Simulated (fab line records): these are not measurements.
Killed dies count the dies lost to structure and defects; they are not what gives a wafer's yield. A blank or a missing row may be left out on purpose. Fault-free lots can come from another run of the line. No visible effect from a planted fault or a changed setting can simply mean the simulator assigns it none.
Struck lot and sound lot, side by side :: flow nandHarc :: 16 steps out of a route of 1302
Sound: these wafers, L320.3, L320.5, L320.6. Struck: wafer L329.6. (L329.1, L329.3 of the same lot were not struck and are left out.) The cause comes at the end.
Per side, at each step with rows, come the tool, then ch with its chambers, and then its first start. Under that, the readings that differ: sound wafers :: struck wafers :: difference of the means :: sigmas: that difference in standard deviations of wafers without a fault.
alike: readings with means less than 2 such deviations apart, plus words and numbers identical on both sides. not compared: withheld readings, readings lacking a value on some wafer, bounds such as >300 that could conceal the same value, and numbers that have no deviation in the record and whose values overlap.
A row with sigmas, a row that says differs or no value, or rows on one side alone: a step with any of these is where the two part. Numbers that don't overlap but have no deviation are shown without sigmas and don't part them. A reading missing from all wafers of one side parts the sides only when that side holds two or more wafers.

NHARC_P_M0_OVL_MEAS_10: pitch 180 nm.
  struck on overlay-01, day 12 06:12; sound on overlay-02, day 8 02:04
  alike: overlayXNm, overlayYNm
NHARC_P_M0_INSPECT_11:
  struck on defectInspect-02, day 12 06:14; sound on defectInspect-02, day 8 02:06
reading: rawDefectCount
sound: 0 2 5
struck: 7
difference: +5
sigmas: +2
then, 1 step without rows for these wafers: NHARC_P_M0_DESCUM_14 (chemistry O2, time 3 s).
NHARC_P_M0_ETCH_34: etches the open film in N2/H2, target depth 40 nm, overetch 12 nm, time 43.94 s.
  sound on rieDiel-08 ch 0,2,3, day 8 02:16; struck on rieDiel-08 ch 1, day 12 06:23
reading: rfVppV (V)
sound: 434.5 434.0 433.2
struck: 427.1
difference: -6.8
sigmas: -3
  alike: drypumpMotorCurrentA, oesProductAu, showerheadPlenumPTorr, throttleValvePct
  not compared: rfHoursCounterH
then, 1 step without rows for these wafers: NHARC_P_M0_ETCH_15 (etches the open film in C4F8/Ar, target depth 150 nm, overetch 15 nm, time 82.5 s).
NHARC_P_M0_CD_MEAS_16:
  struck on cdSem-03, day 12 06:36; sound on cdSem-03, day 8 02:30
  alike: cdNm
then, 2 steps without rows for these wafers: NHARC_P_M0_STRIP_18 (strips in N2/H2); NHARC_P_M0_STRIP_19 (strips in post etch residue remover, time 600 s).
NHARC_P_M0_DEGAS_28: time 60 s.
  struck on pvdSputter-01, day 12 07:13; sound on pvdSputter-02, day 8 03:07
  alike: heaterPowerW
NHARC_P_M0_PRE_CLEAN_29: time 30 s.
  sound on pvdSputter-02; struck on pvdSputter-01
  alike: heaterPowerW
NHARC_P_M0_PVD_20: deposits TaN, target thk 5 nm, time 8.06 s.
  sound on pvdSputter-02; struck on pvdSputter-01
  alike: throttleValvePct
then, 1 step without rows for these wafers: NHARC_P_M0_PVD_21 (deposits Cu, target thk 30 nm, time 20.49 s).
NHARC_P_M0_ECD_22: material Cu, target thk 400 nm.
  sound on ecdCu-02 ch 0,1, day 8 03:35; struck on ecdCu-02 ch 0,1, day 12 07:35
NHARC_P_M0_ANNEAL_30: time 90 s.
  sound on rtpAnneal-01 ch 0, day 8 03:58; struck on rtpAnneal-01 ch 0, day 12 07:57
  alike: annealTempC, wafer_temp_C_max
NHARC_P_M0_CMP_23: polishes, t overpolish 20 s, target thk 117.54 nm.
  sound on cmp-02 ch 0,3, day 8 04:13; struck on cmp-02 ch 2, day 12 08:18
reading: timeToEndpointS (s)
sound: 34.4 32.7 34.9
struck: 13.4
difference: -20.6
sigmas: -10
  alike: motorCurrentA, retainingRingPressureFrac, slurryFlowMlMin
NHARC_P_M0_THK_MEAS_24: measures by xrf.
  struck on filmMetro-01, day 12 08:37; sound on filmMetro-02, day 8 04:31
  alike: thkNm

== WHERE THEY PART ==
Last at NHARC_P_M0_CMP_23 as far as this record goes, first at NHARC_P_M0_INSPECT_11. Later steps at which nothing parts them and some readings are alike: NHARC_P_M0_THK_MEAS_24.

WHY: the cause the simulator had injected
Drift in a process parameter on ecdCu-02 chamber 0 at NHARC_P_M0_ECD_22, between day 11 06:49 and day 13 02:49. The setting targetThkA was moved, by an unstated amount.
